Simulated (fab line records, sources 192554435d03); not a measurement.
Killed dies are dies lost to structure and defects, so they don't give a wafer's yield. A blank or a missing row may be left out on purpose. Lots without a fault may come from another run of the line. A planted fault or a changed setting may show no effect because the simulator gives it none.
One fault seen from 3 desks | flow n5_finfet | each desk has only its own numbers; what lay behind them comes last

THE DEFECT DESK
What the inspections along the route counted, lot by lot: means of the sampled wafers that have a number. A lot is out of limits, marked OUT, if its mean lies more than 4 standard deviations from the usual mean; the brackets give that distance.
Columns: A = raw_defect_count at N5_BEOL_M2_INSPECT_30, usual 389
lot  | first seen here | A
L252 | day 7 21:02     | 361
L258 | day 9 22:21     | 317
L259 | day 10 03:25    | 401
L263 | day 10 15:11    | 365
L264 | day 10 23:28    | 349
L267 | day 12 09:30    | 303
This desk's finding: nothing out of limits on any of the 6 lots.

THE METROLOGY DESK
What the gauges read, lot by lot, whatever tool the lot ran on: means of the sampled wafers that have a number. A lot is out of limits, marked OUT, if its mean lies more than 4 standard deviations from the usual mean; the brackets give that distance. Of its 12 readings 7 are shown: those that lie furthest out on some lot.
Columns: A = DIBL_P at N5_BEOL_M4_RC_MEAS_101, usual 36.2 mV/V; B = IOFF_N at N5_BEOL_M4_RC_MEAS_101, usual 0.16 nA/um; C = IOFF_P at N5_BEOL_M4_RC_MEAS_101, usual 0.21 nA/um; D = ION_P at N5_BEOL_M4_RC_MEAS_101, usual 462 uA/um; E = SS_N at N5_BEOL_M4_RC_MEAS_101, usual 71.4 mV/dec; F = SS_P at N5_BEOL_M4_RC_MEAS_101, usual 73.2 mV/dec; G = VT_P at N5_BEOL_M4_RC_MEAS_101, usual -251 mV
lot  | first seen here | A    | B    | C    | D   | E    | F    | G
L252 | day 7 20:57     | 36.6 | 0.15 | 0.19 | 450 | 71.5 | 73.4 | -253
L258 | day 9 22:16     | 36.5 | 0.14 | 0.18 | 460 | 70.8 | 73.7 | -254
L259 | day 10 03:19    | 32.9 | 0.12 | 0.15 | 455 | 70.6 | 72.3 | -256
L263 | day 10 15:05    | 36.1 | 0.16 | 0.22 | 461 | 71.4 | 72.8 | -250
L264 | day 10 23:23    | 34.0 | 0.12 | 0.16 | 454 | 71.0 | 72.9 | -255
L267 | day 12 09:25    | 35.4 | 0.14 | 0.21 | 465 | 71.1 | 73.0 | -249
This desk's finding: nothing out of limits on any of the 6 lots.

THE TOOL OWNER'S DESK: rie_diel-01
The tool's own readings at N5_BEOL_M2_VIA_ETCH_34 (etches the open film in C4F6/O2, target depth 69.4 nm, time 65.9 s): means of the sampled wafers that have a number, for each lot that ran on this tool. A lot is out of limits, marked OUT, if its mean lies more than 4 standard deviations from the usual mean; the brackets give that distance.
Columns: A = drypump_motor_current_A at N5_BEOL_M2_VIA_ETCH_34, usual 5.7 A; B = oes_product_au at N5_BEOL_M2_VIA_ETCH_34, usual 0.76 a.u.; C = rf_vpp_V at N5_BEOL_M2_VIA_ETCH_34, usual 662 V; D = showerhead_plenum_p_Torr at N5_BEOL_M2_VIA_ETCH_34, usual 2.87 Torr; E = throttle_valve_pct at N5_BEOL_M2_VIA_ETCH_34, usual 30.67 %
lot  | first seen here | A   | B    | C   | D    | E
L252 | day 7 23:22     | 5.6 | 0.78 | 659 | 2.87 | 30.73
L258 | day 9 23:05     | 5.2 | 0.71 | 669 | 2.76 | 30.83
L259 | day 10 05:03    | 5.3 | 0.68 | 658 | 2.89 | 30.76
This desk's finding: nothing out of limits on any of the 3 lots.

PUT TOGETHER
The defect desk saw nothing out of limits.
The metrology desk saw nothing out of limits.
The tool owner's desk saw nothing out of limits.

WHAT THE SIMULATOR HAD PUT IN
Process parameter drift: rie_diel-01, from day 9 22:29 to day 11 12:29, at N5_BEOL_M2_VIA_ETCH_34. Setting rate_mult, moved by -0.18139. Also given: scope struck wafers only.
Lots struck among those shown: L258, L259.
